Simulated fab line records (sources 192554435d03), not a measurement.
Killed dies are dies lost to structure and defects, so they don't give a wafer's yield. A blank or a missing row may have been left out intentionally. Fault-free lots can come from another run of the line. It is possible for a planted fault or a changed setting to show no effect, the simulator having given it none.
A struck lot beside a sound one	flow n5_finfet	37 steps out of a route of 1938
Sound: wafers L801.3, L801.5, L801.6. Struck: wafer L808.3 (L808.1, L808.5, from the same lot, were not struck and are left out); the cause is given at the end.
Per side, at each step with rows, come the tool, then ch with its chambers, and then its first start. Under that, the readings that differ: sound wafers	struck wafers	difference of the means	sigmas: that difference in standard deviations of wafers without a fault.
alike: readings whose means differ by less than 2 such deviations, and words and numbers that are the same on both sides. not compared: withheld readings, readings that some wafer has no value for, bounds like >300 that may hide the same value, and numbers for which the record gives no deviation and whose values overlap.
Wherever a step has rows on one side only, a row that says differs or no value, or a row with sigmas, the two part there. Non-overlapping numbers with no deviation appear without sigmas and do not part them. A reading missing from all wafers of one side parts the sides only when that side holds two or more wafers.

first, 11 steps without rows for these wafers: N5_FIN_SAQP_RECESS_75 (chemistry HF/NH3, target SiO2, target depth 14.4 nm, afs cycles 3, sublimation time 60 s); N5_FIN_SAQP_SPACER1_ALD_24 (deposits SiO2, target thk 20.3 nm, pulse time 1 s, purge time 2 s); N5_FIN_SAQP_SPACER1_ETCHBACK_25 (etches SiO2 in CHF3/O2, target depth 24.4 nm, time 12.2 s); N5_FIN_SAQP_MANDREL1_REMOVE_56 (chemistry HBr/Cl2/O2, target a-Si, stops on SiNx, bt time 10 s); N5_FIN_SAQP_ETCH_57 (etches SiNx in CH3F/O2, target depth 32.5 nm, time 46.4 s); N5_FIN_SAQP_ETCH_65 (etches SiO2 in CF4, target depth 4 nm, time 4.4 s); N5_FIN_SAQP_MANDREL_ETCH_58 (etches a-Si in HBr/Cl2, stops on SiNx, target depth 45 nm, bt time 10 s, time 27 s); N5_FIN_SAQP_RECESS_63 (chemistry HF/NH3, target SiO2, target depth 18 nm, afs cycles 3, sublimation time 60 s); N5_FIN_SAQP_COAT_68 (time 60 s, resist thk 100 nm); N5_FIN_SAQP_ETCH_69 (etches SOC in N2/H2, stops on SiNx, target depth 150 nm); N5_FIN_SAQP_ETCH_67 (etches SiNx in CH3F/O2, target depth 30 nm).
N5_FIN_SAQP_STRIP_70: strips in N2/H2.
  sound on rie_diel-03 ch 0,3, day 3 02:05; struck on rie_diel-03 ch 3, day 4 19:23
  alike: drypump_motor_current_A, oes_product_au, rf_vpp_V, showerhead_plenum_p_Torr, throttle_valve_pct
  not compared: rf_hours_counter_h
then, 12 steps without rows for these wafers: N5_FIN_SAQP_RECESS_71 (chemistry HF/NH3, target SiO2, target depth 3 nm, afs cycles 1, sublimation time 60 s); N5_FIN_SAQP_SPACER2_ALD_28 (deposits SiO2, target thk 8.1 nm, pulse time 1 s, purge time 2 s); N5_FIN_SAQP_SPACER2_ETCHBACK_29 (etches SiO2 in CHF3/O2, target depth 12.2 nm, time 6.1 s); N5_FIN_SAQP_MANDREL2_REMOVE_60 (chemistry HBr/Cl2/O2, target a-Si, stops on SiNx, bt time 10 s); N5_FIN_SAQP_HM_OPEN_33 (chemistry CH3F/O2, target SiNx, target depth 49.4 nm, time 70.6 s); N5_FIN_SAQP_ETCH_34 (etches SiO2 in C4F6/O2, target depth 45 nm, time 15 s); N5_FIN_SAQP_STRIP_77 (strips in N2/H2, time 90 s); N5_FIN_SAQP_ETCH_64 (etches SiO2 in CF4, target depth 1.5 nm); N5_FIN_SAQP_FIN_ETCH_36 (etches the open film in HBr/Cl2/O2, target depth 120 nm, time 50.4 s); N5_FIN_SAQP_PRECLEAN_38 (cleans in O3/DIW, time 45 s); N5_FIN_SAQP_PRECLEAN_45 (cleans in dHF, time 10 s); N5_FIN_SAQP_SRD_39 (time 30 s).
N5_FIN_SAQP_INSPECT_40: inspects for defects (brightfield).
  sound on defect_inspect-02, day 3 03:34; struck on defect_inspect-01, day 4 20:43
reading	sound	struck	difference	sigmas
raw_defect_count	198 234 176	880	+677	+10
then, 9 steps without rows for these wafers: N5_FIN_CUT_COAT_18 (time 60 s, resist thk 230 nm); N5_FIN_CUT_COAT_19 (time 60 s, resist thk 20 nm); N5_FIN_CUT_COAT_29 (time 60 s, resist thk 10 nm); N5_FIN_CUT_COAT_02 (resist thk 30 nm); N5_FIN_CUT_EBR_04; N5_FIN_CUT_SOFTBAKE_03 (time 60 s); N5_FIN_CUT_EXPOSE_05 (exposes mask FIN CUT); N5_FIN_CUT_PEB_06 (peb time 60 s); N5_FIN_CUT_DEVELOP_07 (develop time 30 s).
N5_FIN_CUT_INSPECT_10: inspects for defects (brightfield).
  sound on defect_inspect-01, day 3 03:58; struck on defect_inspect-01, day 4 21:06
reading	sound	struck	difference	sigmas
raw_defect_count	43 46 35	695	+654	+50
-- the record jumps here: 6 days lie between the struck wafers' starts before and after (it left off in module FIN_CUT and takes up again in module BEOL_M4, whose first step shown is number 1111 of the route) --
N5_BEOL_M4_RC_MEAS_101:
  sound on prober-02 ch 0, day 8 17:28; struck on prober-02 ch 0, day 10 17:20
reading	sound	struck	difference	sigmas
ION_P (uA/um)	455 458 445	468	+15	+2
  alike: DIBL_N, DIBL_P, IOFF_N, IOFF_P, ION_N, SS_N, SS_P, VT_N, VT_P
-- a jump in the record: the struck wafers' starts before and after are 5 days apart (it breaks off in module BEOL_M4 and resumes in module PASSIVATION, where the first step shown is number 1936 of the route) --
N5_PASSIVATION_PROBE_49:
  sound on prober-02, day 13 05:16; struck on prober-01, day 15 11:24
reading	sound	struck	difference	sigmas
defect_limited_yield (%)	90.9 90.4 90.8	80.6	-10.1	-8
killed_at_front_end	42 35 33	170	+133	+12
killed_dies	107 113 108	229	+120	+8
sort_bin_5_function (%)	5.8 5.9 5.1	11.5	+5.9	+7
sort_bin_6_memory (%)	3.1 3.1 3.9	4.8	+1.4	+2
sort_n_pass	1073 1067 1071	951	-119	-8
sort_yield_pct (%)	90.9 90.4 90.8	80.6	-10.1	-8
  alike: killed_at_M0_to_M3, killed_at_M4_up, killed_at_contacts, killed_at_other, killed_open, killed_short, sort_bin_4_leakage, sort_bin_8_speed

## WHERE THEY PART
First at N5_FIN_SAQP_INSPECT_40; last, within this record, at N5_PASSIVATION_PROBE_49.

WHY: the cause the simulator had injected
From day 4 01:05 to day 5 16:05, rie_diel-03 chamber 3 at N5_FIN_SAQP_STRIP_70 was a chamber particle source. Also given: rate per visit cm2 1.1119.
